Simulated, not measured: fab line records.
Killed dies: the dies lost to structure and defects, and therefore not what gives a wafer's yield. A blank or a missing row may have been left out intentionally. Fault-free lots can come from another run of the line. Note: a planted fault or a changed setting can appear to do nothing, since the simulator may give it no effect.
Matching of chambers || flow n5 finfet || N5_STI_FIN_REVEAL_ETCHBACK_08 on rie diel-03: 4 sister chambers
The step etches SiO2 in C4F6/O2, target depth 30.5 nm, time 10.167 s. 18 wafers are shown with their chamber, then 9 later ones without.

WAFERS WITH THEIR CHAMBER
{"wafer": "L076.1", "chamber": 2, "drypump motor current A (A)": 5.8, "showerhead plenum p Torr (Torr)": 2.84, "rf vpp V (V)": 664}
{"wafer": "L076.4", "chamber": 1, "drypump motor current A (A)": 6.0, "showerhead plenum p Torr (Torr)": 2.82, "rf vpp V (V)": 669}
{"wafer": "L076.5", "chamber": 1, "drypump motor current A (A)": 6.0, "showerhead plenum p Torr (Torr)": 2.82, "rf vpp V (V)": 669}
{"wafer": "L078.1", "chamber": 2, "drypump motor current A (A)": 5.8, "showerhead plenum p Torr (Torr)": 2.84, "rf vpp V (V)": 665}
{"wafer": "L078.2", "chamber": 0, "drypump motor current A (A)": 5.5, "showerhead plenum p Torr (Torr)": 2.94, "rf vpp V (V)": 658}
{"wafer": "L078.3", "chamber": 3, "drypump motor current A (A)": 6.1, "showerhead plenum p Torr (Torr)": 2.81, "rf vpp V (V)": 674}
{"wafer": "L081.2", "chamber": 3, "drypump motor current A (A)": 6.1, "showerhead plenum p Torr (Torr)": 2.81, "rf vpp V (V)": 674}
{"wafer": "L081.4", "chamber": 0, "drypump motor current A (A)": 5.5, "showerhead plenum p Torr (Torr)": 2.94, "rf vpp V (V)": 658}
{"wafer": "L081.5", "chamber": 0, "drypump motor current A (A)": 5.5, "showerhead plenum p Torr (Torr)": 2.94, "rf vpp V (V)": 658}
{"wafer": "L085.2", "chamber": 3, "drypump motor current A (A)": 6.1, "showerhead plenum p Torr (Torr)": 2.81, "rf vpp V (V)": 674}
{"wafer": "L085.4", "chamber": 0, "drypump motor current A (A)": 5.5, "showerhead plenum p Torr (Torr)": 2.94, "rf vpp V (V)": 658}
{"wafer": "L085.5", "chamber": 0, "drypump motor current A (A)": 5.5, "showerhead plenum p Torr (Torr)": 2.94, "rf vpp V (V)": 657}
{"wafer": "L086.2", "chamber": 3, "drypump motor current A (A)": 6.2, "showerhead plenum p Torr (Torr)": 2.81, "rf vpp V (V)": 674}
{"wafer": "L086.4", "chamber": 1, "drypump motor current A (A)": 6.0, "showerhead plenum p Torr (Torr)": 2.81, "rf vpp V (V)": 668}
{"wafer": "L086.6", "chamber": 0, "drypump motor current A (A)": 5.5, "showerhead plenum p Torr (Torr)": 2.93, "rf vpp V (V)": 655}
{"wafer": "L087.2", "chamber": 0, "drypump motor current A (A)": 5.5, "showerhead plenum p Torr (Torr)": 2.93, "rf vpp V (V)": 659}
{"wafer": "L087.3", "chamber": 3, "drypump motor current A (A)": 6.2, "showerhead plenum p Torr (Torr)": 2.81, "rf vpp V (V)": 674}
{"wafer": "L087.4", "chamber": 2, "drypump motor current A (A)": 5.8, "showerhead plenum p Torr (Torr)": 2.83, "rf vpp V (V)": 666}

SIGNATURES (averages over the wafers above)
{"reading": "drypump motor current A", "chamber 0": 5.500, "chamber 1": 6.000, "chamber 2": 5.800, "chamber 3": 6.140, "scatter within a chamber": 0.0293}
{"reading": "showerhead plenum p Torr", "chamber 0": 2.9371, "chamber 1": 2.8167, "chamber 2": 2.8367, "chamber 3": 2.8100, "scatter within a chamber": 0.00444}
{"reading": "rf vpp V", "chamber 0": 657.57, "chamber 1": 668.67, "chamber 2": 665.00, "chamber 3": 674.00, "scatter within a chamber": 0.94}
Rule: for a wafer and a chamber, the distance is found by dividing, reading by reading, the gap between the wafer's reading and the chamber's mean by the reading's scatter, squaring, summing and taking the root. If the next closest chamber is less than 2 further off than the closest, the wafer can't be placed; otherwise it belongs to the closest. The scatter: the root of (the sum of the squares of (reading less its chamber's mean) over the shown wafers, divided by (wafers less chambers)).

WAFERS WITHOUT THEIR CHAMBER
{"wafer": "L089.1", "drypump motor current A (A)": 5.5, "showerhead plenum p Torr (Torr)": 2.93, "rf vpp V (V)": 658}
{"wafer": "L089.3", "drypump motor current A (A)": 6.0, "showerhead plenum p Torr (Torr)": 2.81, "rf vpp V (V)": 669}
{"wafer": "L089.4", "drypump motor current A (A)": 5.5, "showerhead plenum p Torr (Torr)": 2.93, "rf vpp V (V)": 659}
{"wafer": "L090.1", "drypump motor current A (A)": 6.1, "showerhead plenum p Torr (Torr)": 2.80, "rf vpp V (V)": 673}
{"wafer": "L090.2", "drypump motor current A (A)": 6.0, "showerhead plenum p Torr (Torr)": 2.81, "rf vpp V (V)": 669}
{"wafer": "L090.3", "drypump motor current A (A)": 5.8, "showerhead plenum p Torr (Torr)": 2.83, "rf vpp V (V)": 664}
{"wafer": "L095.2", "drypump motor current A (A)": 6.0, "showerhead plenum p Torr (Torr)": 2.80, "rf vpp V (V)": 668}
{"wafer": "L095.4", "drypump motor current A (A)": 5.8, "showerhead plenum p Torr (Torr)": 2.82, "rf vpp V (V)": 665}
{"wafer": "L095.6", "drypump motor current A (A)": 6.2, "showerhead plenum p Torr (Torr)": 2.80, "rf vpp V (V)": 673}

WHICH CHAMBER EACH WENT THROUGH
{"wafer": "L089.1", "from the rows above": 0, "in truth": 0}
{"wafer": "L089.3", "from the rows above": 1, "in truth": 1}
{"wafer": "L089.4", "from the rows above": 0, "in truth": 0}
{"wafer": "L090.1", "from the rows above": 3, "in truth": 3}
{"wafer": "L090.2", "from the rows above": 1, "in truth": 1}
{"wafer": "L090.3", "from the rows above": 2, "in truth": 2}
{"wafer": "L095.2", "from the rows above": 1, "in truth": 1}
{"wafer": "L095.4", "from the rows above": 2, "in truth": 2}
{"wafer": "L095.6", "from the rows above": 3, "in truth": 3}
9 of 9 placed correctly. Can't be placed from these rows: 0. Number placed wrongly: 0.
